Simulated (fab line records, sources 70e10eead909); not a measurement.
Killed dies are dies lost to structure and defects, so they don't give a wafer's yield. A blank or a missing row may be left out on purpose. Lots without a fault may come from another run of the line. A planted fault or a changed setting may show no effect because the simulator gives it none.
Which tool did it? | flow nand_harc | 15 lots, 45 wafers sampled, at 4 steps of a route of 1302

WHAT THE GAUGES READ, wafer by wafer
The record holds no reading of a measuring or inspecting step that can be judged against a usual standard deviation.

WHICH TOOL RAN EACH LOT (tool, then ch and the chambers of the sampled wafers, then the start)
lot  | NHARC_A_STAIRCASE_ETCH_19                     | NHARC_A_STAIRCASE_TRIM_22                     | NHARC_A_STAIRCASE_PEB_182         | NHARC_A_STAIRCASE_ETCH_188
L334 | rie_diel-05 ch 0,3, day 15 23:11 or earlier   | rie_diel-11 ch 0,1,2, day 15 23:11 or earlier | litho_track-02 ch 0, day 15 23:11 | rie_diel-10 ch 0,2,3, no start
L333 | rie_diel-11 ch 0,2, day 15 23:37 or earlier   | rie_diel-11 ch 0,2,3, day 15 23:37 or earlier | litho_track-03 ch 0, day 15 23:37 | rie_diel-10 ch 0,1,2, no start
L338 | rie_diel-05 ch 0,1,2, day 18 01:33 or earlier | rie_diel-05 ch 0,3, day 18 01:33 or earlier   | litho_track-03 ch 0, day 18 01:33 | rie_diel-10 ch 2,3, no start
L340 | rie_diel-05 ch 0,3, day 18 14:23 or earlier   | rie_diel-05 ch 0,3, day 18 14:23 or earlier   | litho_track-07, day 18 14:23      | rie_diel-11 ch 0,2, no start
L339 | rie_diel-11 ch 0,2,3, day 18 12:05            | rie_diel-05 ch 1,2,3, day 18 14:43 or earlier | litho_track-03, day 18 14:43      | rie_diel-05 ch 0,2, no start
L341 | rie_diel-10 ch 0,1,3, day 19 02:42 or earlier | rie_diel-11 ch 1,3, day 19 02:42 or earlier   | litho_track-03, day 19 02:42      | rie_diel-05 ch 2,3, no start
L347 | rie_diel-05 ch 0,1, day 22 07:23 or earlier   | rie_diel-10 ch 0,1, day 22 07:23 or earlier   | litho_track-02 ch 0, day 22 07:23 | rie_diel-05 ch 2,3, no start
L349 | rie_diel-05 ch 0,1, day 22 07:33 or earlier   | rie_diel-05 ch 1,2, day 22 07:33 or earlier   | litho_track-03 ch 0, day 22 07:33 | rie_diel-11 ch 1,2, no start
L346 | rie_diel-11 ch 0,1, day 22 08:42 or earlier   | rie_diel-05 ch 0,2,3, day 22 08:42 or earlier | litho_track-03 ch 0, day 22 08:42 | rie_diel-11 ch 0,2, no start
L348 | rie_diel-11 ch 0,1, day 22 10:56 or earlier   | rie_diel-10 ch 1,2, day 22 10:56 or earlier   | litho_track-02 ch 0, day 22 10:56 | rie_diel-10 ch 0,2,3, no start
L351 | rie_diel-05 ch 0,1,3, day 23 00:46 or earlier | rie_diel-05 ch 1,2,3, day 23 00:46 or earlier | litho_track-07 ch 0, day 23 00:46 | rie_diel-10 ch 0,1,2, no start
L350 | rie_diel-11 ch 1,3, day 23 02:35 or earlier   | rie_diel-11 ch 0,1, day 23 02:35 or earlier   | litho_track-07 ch 0, day 23 02:35 | rie_diel-05 ch 0,3, no start
L352 | rie_diel-11 ch 0,1,2, day 24 02:32 or earlier | rie_diel-11 ch 1,2,3, day 24 02:32 or earlier | litho_track-02 ch 0, day 24 02:32 | rie_diel-05 ch 0,1, no start
L353 | rie_diel-05 ch 0,1,2, day 24 03:17 or earlier | rie_diel-05 ch 0,1,3, day 24 03:17 or earlier | litho_track-02 ch 0, day 24 03:17 | rie_diel-10 ch 0,1,2, no start
L356 | rie_diel-10 ch 0,3, day 25 08:51 or earlier   | rie_diel-05 ch 0,2, day 25 08:51 or earlier   | litho_track-07 ch 0, day 25 08:51 | rie_diel-05 ch 0,1,2, no start
- NHARC_A_STAIRCASE_ETCH_19: etches the open film in C4F8/O2, target depth 100 nm, time 40.5 s.
- NHARC_A_STAIRCASE_TRIM_22: chemistry O2, time 211.2 s.
- NHARC_A_STAIRCASE_PEB_182: peb time 130 s.
- NHARC_A_STAIRCASE_ETCH_188: etches the open film in C4F8/O2, target depth 100 nm, time 40.5 s.

WHAT THE TOOLS THEMSELVES READ (means of the sampled wafers that have a number; where no wafer has one, the mark that the record gives instead)
NHARC_A_STAIRCASE_ETCH_19. Usual: oes_product_au 0.947 a.u., standard deviation 0.02; rf_vpp_V 897 V, standard deviation 6.4.
lot  | tool        | oes_product_au (a.u.) | rf_vpp_V (V) | flag
L334 | rie_diel-05 | 0.948                 | 889          |
L333 | rie_diel-11 | 0.922                 | 903          |
L338 | rie_diel-05 | 0.950                 | 894          |
L340 | rie_diel-05 | 0.964                 | 889          |
L339 | rie_diel-11 | 0.999                 | 901          |
L341 | rie_diel-10 | 0.939                 | 900          |
L347 | rie_diel-05 | 0.944                 | 899          |
L349 | rie_diel-05 | 0.954                 | 899          |
L346 | rie_diel-11 | 0.919                 | 904          |
L348 | rie_diel-11 | 0.924                 | 902          |
L351 | rie_diel-05 | 0.961                 | 894          |
L350 | rie_diel-11 | 0.938                 | 901          |
L352 | rie_diel-11 | 0.936                 | 903          |
L353 | rie_diel-05 | 0.957                 | 894          |
L356 | rie_diel-10 | 0.925                 | 898          |

NHARC_A_STAIRCASE_TRIM_22. Usual: drypump_motor_current_A 5.9 A, standard deviation 0.36; oes_product_au 1.004 a.u., standard deviation 0.017; rf_vpp_V 57.8 V, standard deviation 0.91; showerhead_plenum_p_Torr 3.53 Torr, standard deviation 0.18; throttle_valve_pct 17.037 %, standard deviation 0.0087.
lot  | tool        | drypump_motor_current_A (A) | oes_product_au (a.u.) | rf_vpp_V (V) | showerhead_plenum_p_Torr (Torr) | throttle_valve_pct (%) | flag
L334 | rie_diel-11 | 5.8                         | 1.001                 | 58.3         | 3.75                            | 17.034                 |
L333 | rie_diel-11 | 5.9                         | 0.993                 | 57.4         | 3.66                            | 17.041                 |
L338 | rie_diel-05 | 6.2                         | 1.005                 | 57.2         | 3.34                            | 17.037                 |
L340 | rie_diel-05 | 6.1                         | 1.025                 | 57.6         | 3.34                            | 17.031                 |
L339 | rie_diel-05 | 6.1                         | 1.017                 | 57.6         | 3.46                            | 17.040                 |
L341 | rie_diel-11 | 5.9                         | 1.013                 | 57.1         | 3.61                            | 17.039                 |
L347 | rie_diel-10 | 5.4                         | 0.999                 | 57.1         | 3.54                            | 17.044                 |
L349 | rie_diel-05 | 6.1                         | 1.007                 | 57.5         | 3.59                            | 17.036                 |
L346 | rie_diel-05 | 6.2                         | 1.019                 | 58.0         | 3.34                            | 17.037                 |
L348 | rie_diel-10 | 5.4                         | 0.988                 | 58.1         | 3.54                            | 17.031                 |
L351 | rie_diel-05 | 6.0                         | 1.012                 | 58.1         | 3.44                            | 17.037                 |
L350 | rie_diel-11 | 5.5                         | 0.977                 | 58.2         | 3.73                            | 17.031                 |
L352 | rie_diel-11 | 5.9                         | 0.995                 | 58.3         | 3.66                            | 17.039                 |
L353 | rie_diel-05 | 6.2                         | 1.010                 | 57.4         | 3.47                            | 17.046                 |
L356 | rie_diel-05 | 6.3                         | 1.015                 | 57.7         | 3.33                            | 17.035                 |

NHARC_A_STAIRCASE_PEB_182. Usual: chill_plate_temp_C 23.01 C, standard deviation 0.11; exhaust_pa 45.1 Pa, standard deviation 0.85.
lot  | tool           | chill_plate_temp_C (C) | exhaust_pa (Pa) | flag
L334 | litho_track-02 | 23.13                  | 45.6            |
L333 | litho_track-03 | 22.85                  | 45.2            |
L338 | litho_track-03 | 23.06                  | 46.0            |
L340 | litho_track-07 | -                      | -               | OFF
L339 | litho_track-03 | -                      | -               | OFF
L341 | litho_track-03 | -                      | -               | OFF
L347 | litho_track-02 | 23.11                  | 44.8            |
L349 | litho_track-03 | 22.95                  | 44.7            |
L346 | litho_track-03 | 22.96                  | 45.4            |
L348 | litho_track-02 | 23.08                  | 44.6            |
L351 | litho_track-07 | 23.04                  | 46.3            |
L350 | litho_track-07 | 22.92                  | 44.6            |
L352 | litho_track-02 | 23.04                  | 44.7            |
L353 | litho_track-02 | 22.93                  | 43.8            |
L356 | litho_track-07 | 22.98                  | 45.9            |

NHARC_A_STAIRCASE_ETCH_188. Usual: oes_product_au 0.948 a.u., standard deviation 0.021; rf_vpp_V 896 V, standard deviation 6.2.
lot  | tool        | oes_product_au (a.u.) | rf_vpp_V (V) | flag
L334 | rie_diel-10 | 0.964                 | 893          |
L333 | rie_diel-10 | 0.938                 | 897          |
L338 | rie_diel-10 | 0.941                 | 889          |
L340 | rie_diel-11 | 0.934                 | 903          |
L339 | rie_diel-05 | 0.951                 | 891          |
L341 | rie_diel-05 | 1.003                 | 888          |
L347 | rie_diel-05 | 0.972                 | 887          |
L349 | rie_diel-11 | 0.920                 | 904          |
L346 | rie_diel-11 | 0.911                 | 902          |
L348 | rie_diel-10 | 0.939                 | 898          |
L351 | rie_diel-10 | 0.919                 | 895          |
L350 | rie_diel-05 | 0.977                 | 890          |
L352 | rie_diel-05 | 0.955                 | 899          |
L353 | rie_diel-10 | 0.951                 | 896          |
L356 | rie_diel-05 | 0.953                 | 893          |

THE ANSWER, worked out from the rows above alone
Rule: a lot is off if the mean of its wafers that have a number lies more than 3 standard deviations from the usual mean. A lot without any number at a reading at which 4 lots or more have one is off too. The other lots that the step has rows for count as sound. The gauges are gone through in route order, then the tools' own readings, and for those a lot's mean is taken as printed above. The first step at which some lot is off is used, and at that step the reading that is off furthest; a lot without a number counts as furthest.
Off: L340, L339, L341, at NHARC_A_STAIRCASE_PEB_182 (chill_plate_temp_C). Without a number there: L340, L339, L341.
A tool fits if, at that step or a process step before it, it ran every lot that is off, and no sound lot after the first of them. NHARC_A_STAIRCASE_ETCH_19 gives no start for some lots, so the hours and the order of its lots are those of NHARC_A_STAIRCASE_PEB_182. NHARC_A_STAIRCASE_TRIM_22 gives no start for some lots, so the hours and the order of its lots are those of NHARC_A_STAIRCASE_PEB_182. None of those tried fits.

WHAT THE SIMULATOR HAD PUT IN
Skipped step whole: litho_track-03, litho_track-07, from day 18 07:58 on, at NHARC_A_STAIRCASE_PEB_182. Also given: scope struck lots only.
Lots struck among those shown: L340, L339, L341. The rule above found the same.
